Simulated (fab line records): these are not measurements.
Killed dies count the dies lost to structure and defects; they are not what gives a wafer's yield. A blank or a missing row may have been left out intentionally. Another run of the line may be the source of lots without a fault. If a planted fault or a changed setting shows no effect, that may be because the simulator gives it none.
Comparing a struck lot with a sound one + flow n5 finfet + 37 out of 1938 route steps
Sound: wafers L535.1, L535.3, L535.6. The struck wafers were L532.3, L532.4, L532.5. The cause is named last.
Per side, at each step with rows, come the tool, then ch with its chambers, and then its first start. Under that, the readings that differ: sound wafers + struck wafers + difference of the means + sigmas: that difference in standard deviations of wafers without a fault.
alike: readings whose means differ by less than 2 such deviations, and words and numbers that are the same on both sides. not compared: withheld readings, readings that some wafer has no value for, bounds like >300 that may hide the same value, and numbers for which the record gives no deviation and whose values overlap.
Wherever a step has rows on one side only, a row that says differs or no value, or a row with sigmas, the two part there. When numbers do not overlap yet have no deviation, they are printed without sigmas and do not part them. Lack of a reading on every wafer of one side parts them only where that side has two or more wafers.

first, 9 steps without rows for these wafers: N5_BEOL_M4_ANNEAL_95 (time 240 s); N5_BEOL_M4_SPUTTER_96 (material Cu, target thk 4.5 nm, time 8.29 s); N5_BEOL_M4_ECD_50 (material Cu, target thk 300 nm); N5_BEOL_M4_ANNEAL_51 (time 90 s); N5_BEOL_M4_CMP_52 (polishes, stops on SiOC, t overpolish 6.8 s, target thk 40 nm); N5_BEOL_M4_PRE_CLEAN_60 (time 15 s); N5_BEOL_M4_CO_CAP_55 (material Co, precursor CCTBA/H2, target thk 2 nm, time 102.1 s); N5_BEOL_M4_PRE_CLEAN_56 (time 15 s); N5_BEOL_M4_DEP_57 (deposits SiCN from 3MS/NH3, target thk 8 nm, time 14 s).
N5_BEOL_M4_RC_MEAS_101:
  sound on prober-01 ch 0, day 10 14:25; struck on prober-01 ch 0, day 9 11:16
  alike: DIBL_N, DIBL_P, IOFF_N, IOFF_P, ION_N, ION_P, SS_N, SS_P, VT_N, VT_P
then, 24 steps without rows for these wafers: N5_BEOL_M5_ILD_DEP_00 (deposits SiCOH lowk from DEMS/porogen, target thk 140.64 nm, time 25.9 s); N5_BEOL_M5_CURE_79 (cures SiCOH lowk, time 240 s); N5_BEOL_M5_PECVD_70 (deposits SiO2 from TEOS/O2, target thk 16 nm, time 18 s); N5_BEOL_M5_HM_DEP_02 (deposits TiN, target thk 20 nm); N5_BEOL_M5_COAT_59 (time 60 s, resist thk 60 nm); N5_BEOL_M5_COAT_60 (time 60 s, resist thk 12 nm); N5_BEOL_M5_COAT_71 (time 60 s, resist thk 5 nm); N5_BEOL_M5_COAT_05 (resist thk 30 nm); N5_BEOL_M5_EBR_07; N5_BEOL_M5_SOFTBAKE_06 (time 60 s); N5_BEOL_M5_EXPOSE_08 (exposes mask M5, target cd 28 nm); N5_BEOL_M5_PEB_09 (peb time 60 s); N5_BEOL_M5_DEVELOP_10 (develop time 30 s); N5_BEOL_M5_DESCUM_16 (chemistry O2, time 7 s); N5_BEOL_M5_ETCH_72 (etches underlayer in N2/H2, target depth 6.5 nm, time 5.2 s); N5_BEOL_M5_ETCH_61 (etches SiARC in CF4, target depth 15.6 nm, time 26 s); N5_BEOL_M5_ETCH_62 (etches SOC in N2/H2, target depth 75 nm, overetch 15 nm, time 112.5 s); N5_BEOL_M5_STRIP_63 (strips in N2/H2); N5_BEOL_M5_STRIP_73 (strips in N2/H2); N5_BEOL_M5_STRIP_64 (strips in CF4); N5_BEOL_M5_HM_OPEN_17 (chemistry Cl2/BCl3, target TiN, target depth 20 nm, overetch 6 nm); N5_BEOL_M5_STRIP_19 (strips in O2); N5_BEOL_M5_COAT_65 (time 60 s, resist thk 60 nm); N5_BEOL_M5_COAT_66 (time 60 s, resist thk 12 nm).
-- here the record skips 2 days between the struck wafers' starts before and after, leaving off in module BEOL_M5 and picking up in module BEOL_M9 (first step shown: number 1458 of the route) --
N5_BEOL_M9_ALD_74: deposits TaN, target thk 2 nm, pulse time 2 s, purge time 3 s.
  sound on ald metal-02 ch 0,1,3, day 12 19:11; struck on ald metal-02 ch 0,2,3, day 11 14:37
  no value came back on the struck wafers for ald cycles, chamber pressure Torr (Torr), co reactant purge time s (s), heater power w (W); on the sound wafers ald cycles reads 40 40 40
N5_BEOL_M9_CMP_52: polishes, stops on SiCOH lowk, t overpolish 7 s, target thk 140 nm.
  sound on cmp-04 ch 0,1, day 12 20:43; struck on cmp-02 ch 0,2, day 11 15:41
  alike: barrier field endpoint s, motor current A, slurry flow ml min
  not compared: pad life wafers
-- record jumps: 3 days separate the struck wafers' starts on either side; left off in module BEOL_M9, taken up again in module PASSIVATION, whose first shown step is the route's number 1936 --
N5_PASSIVATION_PROBE_49:
  sound on prober-01 at day 15 06:37; struck on prober-02 at day 14 12:22
| reading                  | sound          | struck            | difference | sigmas      |
|--------------------------|----------------|-------------------|------------|-------------|
| defect limited yield (%) | 91.1 92.0 91.9 | 0 0 0             | -92        | -54         |
| killed_at_M0_to_M3       | 26 27 36       | 52 66 59          | +29        | +2          |
| killed_at_M4_up          | 15 8 13        | 1085 1051 1067    | +1056      | +99 or more |
| killed dies              | 105 94 96      | 1180 1180 1180    | +1082      | +52         |
| killed on rim            | 13 13 14       | 152 152 152       | +139       | +31         |
| sort_bin_4_leakage (%)   | 0 0 0          | 90.68 87.54 89.24 | +89.15     | +99 or more |
| sort n pass              | 1075 1086 1084 | 0 0 0             | -1082      | -52         |
| sort yield pct (%)       | 91.1 92.0 91.9 | 0 0 0             | -92        | -51         |
  alike: killed at contacts, killed at front end, killed at other, killed open, killed short, sort_bin_5_function, sort_bin_6_memory

## WHERE THEY PART
Last at N5_PASSIVATION_PROBE_49 as far as this record goes, first at N5_BEOL_M9_ALD_74.

WHY: whatever the simulator had introduced
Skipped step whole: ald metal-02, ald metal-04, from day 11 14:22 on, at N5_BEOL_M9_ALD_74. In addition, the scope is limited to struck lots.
